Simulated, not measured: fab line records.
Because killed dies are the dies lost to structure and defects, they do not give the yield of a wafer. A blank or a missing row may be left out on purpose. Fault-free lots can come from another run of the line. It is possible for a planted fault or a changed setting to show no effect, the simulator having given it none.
Split-lot study | flow n5Finfet | 39 wafers read across 7 lots, on a route 1938 steps long

ABOUT THE SPLIT
At N5_HKMG_FIN_ALD_71 (deposits TiN, target thk 1 nm, pulse time 1 s, purge time 3 s), the setting aldCycles was moved away from the recipe's 47 on 9 of the 39 wafers read, by -57.4% to +34.0%. The other wafers ran this setting at the recipe's value.

The reading comes from the split's own step.

THE READING
TiN_of_HKMG_FIN_ALD_71.thkNm (the simulator's own value, which no gauge read), in nm, at N5_HKMG_FIN_ALD_71 (deposits TiN, target thk 1 nm, pulse time 1 s, purge time 3 s). There is no usual value for it anywhere in the file.

wafer  | tool, chamber at the split | aldCycles as run | against the recipe | TiN_of_HKMG_FIN_ALD_71.thkNm, nm | against lot-mates on the recipe
L076.1 | aldMetal-03, 0,2,3,1,2,3   | 47               | recipe             | 1                                | -
L076.2 | aldMetal-03, 0,2,3,1,2,3   | 47               | recipe             | 1                                | -
L076.3 | aldMetal-03, 0,2,3,1,2,3   | 47               | recipe             | 1                                | -
L076.4 | aldMetal-03, 0,2,3,1,2,3   | 47               | recipe             | 1                                | -
L076.5 | aldMetal-03, 0,2,3,1,2,3   | 47               | recipe             | 1                                | -
L076.6 | aldMetal-03, 0,2,3,1,2,3   | 47               | recipe             | 1                                | -
L078.1 | aldMetal-03, 0,3,2         | 47               | recipe             | 1                                | -
L078.3 | aldMetal-03, 0,3,2         | 47               | recipe             | 1                                | -
L078.6 | aldMetal-03, 0,3,2         | 47               | recipe             | 1                                | -
L079.1 | aldMetal-02, 1,2,2         | 47               | recipe             | 1                                | -
L079.2 | aldMetal-02, 1,2,2         | 47               | recipe             | 1                                | -
L079.4 | aldMetal-02, 1,2,2         | 47               | recipe             | 1                                | -
L079.3 | aldMetal-02, 3,3,1         | 58               | +23.4%             | 1.2                              | +0.2
L079.5 | aldMetal-02, 3,3,1         | 58               | +23.4%             | 1.2                              | +0.2
L079.6 | aldMetal-02, 3,3,1         | 58               | +23.4%             | 1.2                              | +0.2
L087.1 | aldMetal-03, 2,0,1,3,3,0   | 47               | recipe             | 1                                | -
L087.2 | aldMetal-03, 2,0,1,3,3,0   | 47               | recipe             | 1                                | -
L087.3 | aldMetal-03, 2,0,1,3,3,0   | 47               | recipe             | 1                                | -
L087.4 | aldMetal-03, 2,0,1,3,3,0   | 47               | recipe             | 1                                | -
L087.5 | aldMetal-03, 2,0,1,3,3,0   | 47               | recipe             | 1                                | -
L087.6 | aldMetal-03, 2,0,1,3,3,0   | 47               | recipe             | 1                                | -
L090.1 | aldMetal-04, 2,0,3         | 47               | recipe             | 1                                | -
L090.5 | aldMetal-04, 2,0,3         | 47               | recipe             | 1                                | -
L090.6 | aldMetal-04, 2,0,3         | 47               | recipe             | 1                                | -
L090.2 | aldMetal-04, 3,1,0         | 63               | +34.0%             | 1.4                              | +0.4
L090.3 | aldMetal-04, 3,1,0         | 63               | +34.0%             | 1.4                              | +0.4
L090.4 | aldMetal-04, 3,1,0         | 63               | +34.0%             | 1.4                              | +0.4
L094.1 | aldMetal-03, 0,3,1,2,3,0   | 47               | recipe             | 1                                | -
L094.2 | aldMetal-03, 0,3,1,2,3,0   | 47               | recipe             | 1                                | -
L094.3 | aldMetal-03, 0,3,1,2,3,0   | 47               | recipe             | 1                                | -
L094.4 | aldMetal-03, 0,3,1,2,3,0   | 47               | recipe             | 1                                | -
L094.5 | aldMetal-03, 0,3,1,2,3,0   | 47               | recipe             | 1                                | -
L094.6 | aldMetal-03, 0,3,1,2,3,0   | 47               | recipe             | 1                                | -
L097.1 | aldMetal-03, 1,3,2         | 47               | recipe             | 1                                | -
L097.2 | aldMetal-03, 1,3,2         | 47               | recipe             | 1                                | -
L097.3 | aldMetal-03, 1,3,2         | 47               | recipe             | 1                                | -
L097.4 | aldMetal-03, 0,2,1         | 20               | -57.4%             | 0.4                              | -0.6
L097.5 | aldMetal-03, 0,2,1         | 20               | -57.4%             | 0.4                              | -0.6
L097.6 | aldMetal-03, 0,2,1         | 20               | -57.4%             | 0.4                              | -0.6
Rows listing several chambers each stand for several wafers; the file does not say which wafer went through which chamber.

THE FIT
A straight line over all 39 wafers: TiN_of_HKMG_FIN_ALD_71.thkNm changes by +0.0105 nm for each +1% of aldCycles; r = +1.00; the points scatter about the line by 0.018 nm.
The same after taking each lot's own level away (the mean of its wafers on the recipe; 39 wafers): +0.0105 nm for each +1%; r = +1.00; scatter 0.018 nm.
On that fit, the largest move of aldCycles shifts the reading by 0.61 nm.
The lots' own levels span 1.00 to 1.00 nm.
The two slopes are in agreement: the lot-to-lot level therefore moves the slope only a little.
Check: for one of the wafers moved furthest among these (-57.4%), held out of the fit, the line's prediction against its lot-mates is -0.607 nm. Against them it came out at -0.6 nm.

THE OTHER SPLITS THESE WAFERS WENT THROUGH
These wafers also went through other splits before the reading. Each is held against what the fit with the lots' levels taken away leaves over:
other split on the same wafers        | wafers away from the commonest value | r with TiN_of_HKMG_FIN_ALD_71.thkNm (lot level and that fit taken away)
N5_ZERO_LAYER_DEVELOP_10 developTimeS | 18                                   | +0.33
N5_FIN_SAQP_DESCUM_21 timeS           | 15                                   | +0.08
N5_SDB_ALD_29 aldCycles               | 18                                   | -0.15

FILE'S OWN FIT
TiN_of_HKMG_FIN_ALD_71.thkNm changes by +0.0105 nm for each +1% of aldCycles, r = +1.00.
